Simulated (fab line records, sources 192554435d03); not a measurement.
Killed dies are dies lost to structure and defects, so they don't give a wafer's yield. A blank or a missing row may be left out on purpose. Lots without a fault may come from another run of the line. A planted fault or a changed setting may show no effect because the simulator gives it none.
Chamber matching | flow n5_finfet | N5_DUMMY_GATE_ETCH_42 on rie_diel-03: 4 sister chambers
The step etches SiO2 in CHF3/O2, target depth 3.5 nm, time 31 s. 20 wafers are shown with their chamber, then 10 later ones without.

WAFERS WITH THEIR CHAMBER
wafer  | chamber | throttle_valve_pct (%) | showerhead_plenum_p_Torr (Torr) | oes_o_777_au (a.u.)
L074.2 | 3       | 18.89                  | 2.40                            | 0.73
L074.5 | 3       | 18.89                  | 2.40                            | 0.72
L074.6 | 2       | 18.71                  | 2.46                            | 0.68
L078.1 | 3       | 18.88                  | 2.40                            | 0.72
L078.5 | 0       | 18.49                  | 2.37                            | 0.70
L078.6 | 1       | 19.13                  | 2.49                            | 0.72
L082.2 | 2       | 18.73                  | 2.46                            | 0.67
L082.3 | 1       | 19.14                  | 2.49                            | 0.72
L082.6 | 0       | 18.50                  | 2.37                            | 0.70
L084.1 | 1       | 19.16                  | 2.48                            | 0.71
L084.3 | 0       | 18.52                  | 2.37                            | 0.69
L084.5 | 2       | 18.73                  | 2.46                            | 0.67
L085.1 | 1       | 19.16                  | 2.48                            | 0.72
L085.3 | 3       | 18.91                  | 2.39                            | 0.71
L085.4 | 2       | 18.73                  | 2.45                            | 0.67
L089.1 | 0       | 18.53                  | 2.37                            | 0.69
L089.4 | 1       | 19.13                  | 2.48                            | 0.71
L089.6 | 3       | 18.93                  | 2.39                            | 0.71
L091.2 | 0       | 18.53                  | 2.36                            | 0.68
L091.5 | 1       | 19.17                  | 2.48                            | 0.71

SIGNATURES (means of the wafers above)
reading                  | chamber 0 | chamber 1 | chamber 2 | chamber 3 | scatter within a chamber
throttle_valve_pct       | 18.5140   | 19.1483   | 18.7250   | 18.9000   | 0.0171
showerhead_plenum_p_Torr | 2.3680    | 2.4833    | 2.4575    | 2.3960    | 0.00505
oes_o_777_au             | 0.6920    | 0.7150    | 0.6725    | 0.7180    | 0.007
Rule: a wafer's distance from a chamber is the root of the sum, over the readings, of the square of ((its reading less the chamber's mean) divided by the reading's scatter). The wafer belongs to the nearest chamber; if the next one is less than 2 further off, it can't be placed. The scatter: the root of (the sum of the squares of (reading less its chamber's mean) over the shown wafers, divided by (wafers less chambers)).

WAFERS WITHOUT THEIR CHAMBER
wafer  | throttle_valve_pct (%) | showerhead_plenum_p_Torr (Torr) | oes_o_777_au (a.u.)
L091.6 | 18.93                  | 2.39                            | 0.70
L094.1 | 18.35                  | 2.45                            | 0.96
L094.4 | 19.18                  | 2.48                            | 0.70
L094.5 | 18.93                  | 2.39                            | 0.69
L095.1 | 18.55                  | 2.36                            | 0.67
L095.3 | 19.18                  | 2.47                            | 0.70
L095.4 | 18.35                  | 2.45                            | 0.93
L097.2 | 18.95                  | 2.38                            | 0.69
L097.3 | 18.37                  | 2.45                            | 0.91
L097.5 | 18.95                  | 2.38                            | 0.69

WHICH CHAMBER EACH WENT THROUGH
wafer  | from the rows above | in truth
L091.6 | 3                   | 3
L094.1 | 0                   | 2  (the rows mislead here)
L094.4 | 1                   | 1
L094.5 | 3                   | 3
L095.1 | 0                   | 0
L095.3 | 1                   | 1
L095.4 | 0                   | 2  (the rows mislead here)
L097.2 | 3                   | 3
L097.3 | 0                   | 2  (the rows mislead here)
L097.5 | 3                   | 3
Placed correctly: 7 of 10. Can't be placed from these rows: 0. Placed wrongly: 3.
